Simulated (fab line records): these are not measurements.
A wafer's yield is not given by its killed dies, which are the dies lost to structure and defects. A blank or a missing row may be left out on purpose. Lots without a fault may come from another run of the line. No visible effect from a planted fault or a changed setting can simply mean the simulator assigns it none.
Split-lot trial / flow n5-finfet / on a route of 1938 steps: 7 lots, 39 wafers read

## THE SPLIT
At N5_FIN_SAQP_PECVD_06 (deposits a-Si from SiH4/He, target thk 60 nm, time 48.1 s), the setting time-s was moved away from the recipe's 48.1 s on 15 of the 39 wafers read, by -45.4% to +45.6%. This setting was run at the recipe's value on the other wafers.

## FROM THE SPLIT TO THE READING: what the file shows between them, 5 steps
- N5_FIN_SAQP_THK_MEAS_07
- N5_FIN_SAQP_HM_DEP_72: deposits SiO2 from SiH4/N2O, target thk 12 nm, time 7.2 s
- N5_FIN_SAQP_COAT_49: time 60 s, resist thk 100 nm
- N5_FIN_SAQP_HM_OPEN_73: chemistry CHF3/O2, target SiO2, stops on a-Si, target depth 12 nm, time 16.8 s
- N5_FIN_SAQP_STRIP_74: strips in CHF3/O2

## THE READING
oes-product-au, in a.u., at N5_FIN_SAQP_MANDREL_ETCH_22 (etches a-Si in HBr/Cl2, stops on SiNx, target depth 60 nm, bt time 10 s, time 30 s). Typical for fault-free wafers on this fab line: 0.769 a.u., with standard deviation 0.015 a.u.

wafer=L075.1; tool, chamber at the split=pecvd-02, 1; time-s as run, s=40.63; against the recipe=-15.5%; oes-product-au, a.u.=0.678; against lot-mates on the recipe=-0.074
wafer=L075.2; tool, chamber at the split=pecvd-02, 2; time-s as run, s=48.1; against the recipe=recipe; oes-product-au, a.u.=0.759; against lot-mates on the recipe=-
wafer=L075.3; tool, chamber at the split=pecvd-02, 0; time-s as run, s=48.1; against the recipe=recipe; oes-product-au, a.u.=0.749; against lot-mates on the recipe=-
wafer=L075.4; tool, chamber at the split=pecvd-02, 0; time-s as run, s=40.63; against the recipe=-15.5%; oes-product-au, a.u.=0.704; against lot-mates on the recipe=-0.048
wafer=L075.5; tool, chamber at the split=pecvd-02, 2; time-s as run, s=48.1; against the recipe=recipe; oes-product-au, a.u.=0.749; against lot-mates on the recipe=-
wafer=L075.6; tool, chamber at the split=pecvd-02, 1; time-s as run, s=40.63; against the recipe=-15.5%; oes-product-au, a.u.=0.682; against lot-mates on the recipe=-0.070
wafer=L081.1; tool, chamber at the split=pecvd-01, 2; time-s as run, s=48.1; against the recipe=recipe; oes-product-au, a.u.=0.747; against lot-mates on the recipe=-
wafer=L081.2; tool, chamber at the split=pecvd-01, 0; time-s as run, s=70.01; against the recipe=+45.6%; oes-product-au, a.u.=0.960; against lot-mates on the recipe=+0.199
wafer=L081.3; tool, chamber at the split=pecvd-01, 1; time-s as run, s=48.1; against the recipe=recipe; oes-product-au, a.u.=0.770; against lot-mates on the recipe=-
wafer=L081.4; tool, chamber at the split=pecvd-01, 2; time-s as run, s=48.1; against the recipe=recipe; oes-product-au, a.u.=0.765; against lot-mates on the recipe=-
wafer=L081.5; tool, chamber at the split=pecvd-01, 0; time-s as run, s=70.01; against the recipe=+45.6%; oes-product-au, a.u.=0.959; against lot-mates on the recipe=+0.198
wafer=L081.6; tool, chamber at the split=pecvd-01, 1; time-s as run, s=70.01; against the recipe=+45.6%; oes-product-au, a.u.=0.947; against lot-mates on the recipe=+0.186
wafer=L084.1; tool, chamber at the split=pecvd-01, 2; time-s as run, s=48.1; against the recipe=recipe; oes-product-au, a.u.=0.771; against lot-mates on the recipe=-
wafer=L084.4; tool, chamber at the split=pecvd-01, 1; time-s as run, s=48.1; against the recipe=recipe; oes-product-au, a.u.=0.780; against lot-mates on the recipe=-
wafer=L084.6; tool, chamber at the split=pecvd-01, 2; time-s as run, s=48.1; against the recipe=recipe; oes-product-au, a.u.=0.756; against lot-mates on the recipe=-
wafer=L087.1; tool, chamber at the split=pecvd-02, 2; time-s as run, s=57.43; against the recipe=+19.4%; oes-product-au, a.u.=0.878; against lot-mates on the recipe=+0.096
wafer=L087.2; tool, chamber at the split=pecvd-02, 0; time-s as run, s=48.1; against the recipe=recipe; oes-product-au, a.u.=0.777; against lot-mates on the recipe=-
wafer=L087.3; tool, chamber at the split=pecvd-02, 1; time-s as run, s=57.43; against the recipe=+19.4%; oes-product-au, a.u.=0.847; against lot-mates on the recipe=+0.065
wafer=L087.4; tool, chamber at the split=pecvd-02, 2; time-s as run, s=57.43; against the recipe=+19.4%; oes-product-au, a.u.=0.893; against lot-mates on the recipe=+0.111
wafer=L087.5; tool, chamber at the split=pecvd-02, 1; time-s as run, s=48.1; against the recipe=recipe; oes-product-au, a.u.=0.790; against lot-mates on the recipe=-
wafer=L087.6; tool, chamber at the split=pecvd-02, 0; time-s as run, s=48.1; against the recipe=recipe; oes-product-au, a.u.=0.779; against lot-mates on the recipe=-
wafer=L092.1; tool, chamber at the split=pecvd-02, 1; time-s as run, s=48.1; against the recipe=recipe; oes-product-au, a.u.=0.769; against lot-mates on the recipe=-
wafer=L092.2; tool, chamber at the split=pecvd-02, 0; time-s as run, s=26.28; against the recipe=-45.4%; oes-product-au, a.u.=0.569; against lot-mates on the recipe=-0.201
wafer=L092.3; tool, chamber at the split=pecvd-02, 2; time-s as run, s=26.28; against the recipe=-45.4%; oes-product-au, a.u.=0.550; against lot-mates on the recipe=-0.220
wafer=L092.4; tool, chamber at the split=pecvd-02, 2; time-s as run, s=48.1; against the recipe=recipe; oes-product-au, a.u.=0.755; against lot-mates on the recipe=-
wafer=L092.5; tool, chamber at the split=pecvd-02, 0; time-s as run, s=48.1; against the recipe=recipe; oes-product-au, a.u.=0.787; against lot-mates on the recipe=-
wafer=L092.6; tool, chamber at the split=pecvd-02, 1; time-s as run, s=26.28; against the recipe=-45.4%; oes-product-au, a.u.=0.557; against lot-mates on the recipe=-0.213
wafer=L096.1; tool, chamber at the split=pecvd-04, 0; time-s as run, s=38.12; against the recipe=-20.7%; oes-product-au, a.u.=0.669; against lot-mates on the recipe=-0.091
wafer=L096.2; tool, chamber at the split=pecvd-04, 2; time-s as run, s=48.1; against the recipe=recipe; oes-product-au, a.u.=0.741; against lot-mates on the recipe=-
wafer=L096.3; tool, chamber at the split=pecvd-04, 1; time-s as run, s=38.12; against the recipe=-20.7%; oes-product-au, a.u.=0.666; against lot-mates on the recipe=-0.094
wafer=L096.4; tool, chamber at the split=pecvd-04, 0; time-s as run, s=48.1; against the recipe=recipe; oes-product-au, a.u.=0.772; against lot-mates on the recipe=-
wafer=L096.5; tool, chamber at the split=pecvd-04, 2; time-s as run, s=48.1; against the recipe=recipe; oes-product-au, a.u.=0.766; against lot-mates on the recipe=-
wafer=L096.6; tool, chamber at the split=pecvd-04, 1; time-s as run, s=38.12; against the recipe=-20.7%; oes-product-au, a.u.=0.670; against lot-mates on the recipe=-0.090
wafer=L097.1; tool, chamber at the split=pecvd-01, 0; time-s as run, s=48.1; against the recipe=recipe; oes-product-au, a.u.=0.753; against lot-mates on the recipe=-
wafer=L097.2; tool, chamber at the split=pecvd-01, 2; time-s as run, s=48.1; against the recipe=recipe; oes-product-au, a.u.=0.770; against lot-mates on the recipe=-
wafer=L097.3; tool, chamber at the split=pecvd-01, 1; time-s as run, s=48.1; against the recipe=recipe; oes-product-au, a.u.=0.757; against lot-mates on the recipe=-
wafer=L097.4; tool, chamber at the split=pecvd-01, 1; time-s as run, s=48.1; against the recipe=recipe; oes-product-au, a.u.=0.764; against lot-mates on the recipe=-
wafer=L097.5; tool, chamber at the split=pecvd-01, 2; time-s as run, s=48.1; against the recipe=recipe; oes-product-au, a.u.=0.778; against lot-mates on the recipe=-
wafer=L097.6; tool, chamber at the split=pecvd-01, 0; time-s as run, s=48.1; against the recipe=recipe; oes-product-au, a.u.=0.755; against lot-mates on the recipe=-

FIT RESULTS
A straight line over all 39 wafers: oes-product-au changes by +0.0045 a.u. for each +1% of time-s; r = +0.99; the points scatter about the line by 0.015 a.u.
The same after taking each lot's own level away (the mean of its wafers on the recipe; 39 wafers): +0.00446 a.u. for each +1%; r = +0.99; scatter 0.011 a.u.
On that fit, the largest move of time-s shifts the reading by 0.2 a.u.
From 0.7523 to 0.7820 a.u.: that is the span of the lots' own levels, equal to 2.0 times the standard deviation above.
The two slopes agree, so the slope changes little with the lot-to-lot level.
Check: with one of the wafers moved furthest among these (+45.6%) left out of the fit, the line predicts +0.203 a.u. for it against its lot-mates. It came out at +0.199 a.u. against them.

## FURTHER SPLITS ON THESE WAFERS
Before the reading, these wafers also passed through other splits. Each is held against what the fit with the lots' levels taken away leaves over:
other split on the same wafers=N5_ZERO_LAYER_PECVD_02 time-s; wafers away from the commonest value=12; r with oes-product-au (lot level and that fit taken away)=-0.01

## THE WHOLE CHAIN: every reading that the file lists as answering this split, in the file's order
step=N5_FIN_SAQP_PECVD_06; what it does=deposits a-Si from SiH4/He, target thk 60 nm, time 48.1 s; reading=a-Si_of_FIN_SAQP_PECVD_06.thk-nm (the simulator's own value, which no gauge read); change (the file's fit)=+0.614 nm for each +1% of the setting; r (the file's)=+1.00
step=N5_FIN_SAQP_THK_MEAS_07; what it does=; reading=thk-nm; change (the file's fit)=withheld for each +1% of the setting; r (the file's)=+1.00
step=N5_FIN_SAQP_MANDREL_ETCH_22; what it does=etches a-Si in HBr/Cl2, stops on SiNx, target depth 60 nm, bt time 10 s, time 30 s; reading=oes-product-au; change (the file's fit)=+0.00446 a.u. for each +1% of the setting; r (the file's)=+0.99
step=N5_FIN_SAQP_MANDREL_ETCH_22; what it does=etches a-Si in HBr/Cl2, stops on SiNx, target depth 60 nm, bt time 10 s, time 30 s; reading=etch.depth-nm (the simulator's own value, which no gauge read); change (the file's fit)=+0.614 nm for each +1% of the setting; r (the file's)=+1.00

## FILE'S OWN FIT
oes-product-au changes by +0.00446 a.u. for each +1% of time-s, r = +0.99.
